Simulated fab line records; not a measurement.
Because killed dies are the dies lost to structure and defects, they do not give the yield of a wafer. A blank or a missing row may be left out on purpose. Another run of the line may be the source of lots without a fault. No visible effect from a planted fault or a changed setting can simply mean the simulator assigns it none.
Split-lot experiment | flow n5Finfet | 21 wafers read from 7 lots, route of 1938 steps

== ON THE SPLIT ==
At N5_BEOL_M4_TRENCH_ETCH_37 (etches SiOC in C4F6/O2, target depth 55.555 nm, time 29.2 s), the setting timeS was moved away from the recipe's 29.2 s on 9 of the 21 wafers read, by -19.2% to +7.6%. The other wafers ran this setting at the recipe's value.

== FROM THE SPLIT TO THE READING: what the file shows between them, 13 steps ==
- N5_BEOL_M4_ETCH_41: etches SiCN in CH3F/O2, target depth 29.9 nm, time 52.5 s
- N5_BEOL_M4_STRIP_97: strips in N2/H2, time 10 s
- N5_BEOL_M4_OCD_MEAS_38
- N5_BEOL_M4_HM_STRIP_39: strips TiN in peroxide tin strip, target depth 25 nm, time 158 s
- N5_BEOL_M4_SRD_40: time 30 s
- N5_BEOL_M4_ECD_50: material Cu, target thk 300 nm
- N5_BEOL_M4_ANNEAL_51: time 90 s
- N5_BEOL_M4_CMP_52: polishes, stops on SiOC, t overpolish 6.8 s, target thk 40 nm
- N5_BEOL_M4_THK_MEAS_53: measures by xrf
- N5_BEOL_M4_PRE_CLEAN_60: time 15 s
- N5_BEOL_M4_CO_CAP_55: material Co, precursor CCTBA/H2, target thk 2 nm, time 102.1 s
- N5_BEOL_M4_PRE_CLEAN_56: time 15 s
- N5_BEOL_M4_DEP_57: deposits SiCN from 3MS/NH3, target thk 8 nm, time 14 s

== THE READING ==
M4_RS in ohm/sq, measured at N5_BEOL_M4_RS_MEAS_58 by four-point-probe. Fault-free wafers of this fab line usually give 0.68 ohm/sq, standard deviation 0.032 ohm/sq.

wafer  | tool, chamber at the split | timeS as run, s | against the recipe | M4_RS, ohm/sq | against lot-mates on the recipe
L075.2 | rieDiel-04, 0              | 29.2            | recipe             | 0.71          | -
L075.3 | rieDiel-04, 3              | 29.2            | recipe             | 0.65          | -
L075.4 | rieDiel-04, 2              | 29.2            | recipe             | 0.69          | -
L077.4 | rieDiel-04, 0              | 29.2            | recipe             | 0.70          | -
L077.5 | rieDiel-04, 3              | 29.2            | recipe             | 0.69          | -
L077.6 | rieDiel-04, 0              | 29.2            | recipe             | 0.70          | -
L079.4 | rieDiel-06, 3              | 23.6            | -19.2%             | 0.99          | +0.26
L079.5 | rieDiel-06, 2              | 29.2            | recipe             | 0.73          | -
L079.6 | rieDiel-06, 0              | 23.6            | -19.2%             | 1.05          | +0.32
L085.2 | rieDiel-06, 2              | 24.99           | -14.4%             | 0.85          | +0.17
L085.4 | rieDiel-06, 2              | 29.2            | recipe             | 0.68          | -
L085.6 | rieDiel-06, 3              | 24.99           | -14.4%             | 0.95          | +0.27
L086.2 | rieDiel-04, 1              | 31.43           | +7.6%              | 0.56          | -0.13
L086.4 | rieDiel-04, 3              | 29.2            | recipe             | 0.69          | -
L086.5 | rieDiel-04, 1              | 31.43           | +7.6%              | 0.56          | -0.13
L088.2 | rieDiel-06, 2              | 25.48           | -12.7%             | 0.86          | no lot-mate on the recipe
L088.5 | rieDiel-06, 3              | 25.48           | -12.7%             | 0.85          | no lot-mate on the recipe
L088.6 | rieDiel-06, 0              | 25.48           | -12.7%             | 0.80          | no lot-mate on the recipe
L097.1 | rieDiel-04, 0              | 29.2            | recipe             | 0.66          | -
L097.3 | rieDiel-04, 2              | 29.2            | recipe             | 0.71          | -
L097.6 | rieDiel-04, 1              | 29.2            | recipe             | 0.70          | -

THE FIT
A straight line over all 21 wafers: M4_RS changes by -0.0152 ohm/sq for each +1% of timeS; r = -0.96; the points scatter about the line by 0.036 ohm/sq.
The same after taking each lot's own level away (the mean of its wafers on the recipe; 18 wafers): -0.0154 ohm/sq for each +1%; r = -0.98; scatter 0.026 ohm/sq.
The reading moves by 0.3 ohm/sq for the largest change in timeS, on that fit.
The span of the lots' own levels, 0.680 to 0.730 ohm/sq, comes to 1.6 times the standard deviation stated above.
So the lot-to-lot level changes the slope little: the two slopes agree.
Check: +0.308 ohm/sq against its lot-mates is what the line predicts for one of the wafers moved furthest among these (-19.2%) when that wafer is left out of the fit. Against them it came out at +0.26 ohm/sq.

== THESE WAFERS: OTHER SPLITS ==
Note: prior to the reading, these wafers also went through further splits. Each is held against what the fit with the lots' levels taken away leaves over:
other split on the same wafers  | wafers away from the commonest value | r with M4_RS (lot level and that fit taken away)
N5_BEOL_M1_TRENCH_ETCH_37 timeS | 10                                   | +0.11
N5_BEOL_M3_COAT_05 spinRpm      | 4                                    | -0.09
N5_BEOL_M4_COAT_05 spinRpm      | 4                                    | +0.32
N5_BEOL_M4_ETCH_70 biasW        | 6                                    | -0.07

== THE WHOLE CHAIN: every reading that the file lists as answering this split, in the file's order ==
step                      | what it does                                                  | reading                                                                     | change (the file's fit)               | r (the file's)
N5_BEOL_M4_TRENCH_ETCH_37 | etches SiOC in C4F6/O2, target depth 55.555 nm, time 29.2 s   | etch.depthNm (the simulator's own value, which no gauge read)               | +0.576 nm for each +1% of the setting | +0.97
N5_BEOL_M4_TRENCH_ETCH_37 | etches SiOC in C4F6/O2, target depth 55.555 nm, time 29.2 s   | BEOL_M4.featureDepthNm (the simulator's own value, which no gauge read)     | +0.577 nm for each +1% of the setting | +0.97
N5_BEOL_M4_OCD_MEAS_38    |                                                               | trenchDepthNm                                                               | +0.562 nm for each +1% of the setting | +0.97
N5_BEOL_M4_CMP_52         | polishes, stops on SiOC, t overpolish 6.8 s, target thk 40 nm | Cu_of_BEOL_M4_ECD_50.thkNm (the simulator's own value, which no gauge read) | +0.509 nm for each +1% of the setting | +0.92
N5_BEOL_M4_THK_MEAS_53    | measures by xrf                                               | M4_THK                                                                      | +0.518 for each +1% of the setting    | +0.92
N5_BEOL_M4_RS_MEAS_58     | measures by four-point-probe                                  | M4_RS                                                                       | -0.0156 for each +1% of the setting   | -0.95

== THE FILE'S OWN FIT ==
M4_RS changes by -0.0156 ohm/sq for each +1% of timeS, r = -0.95.
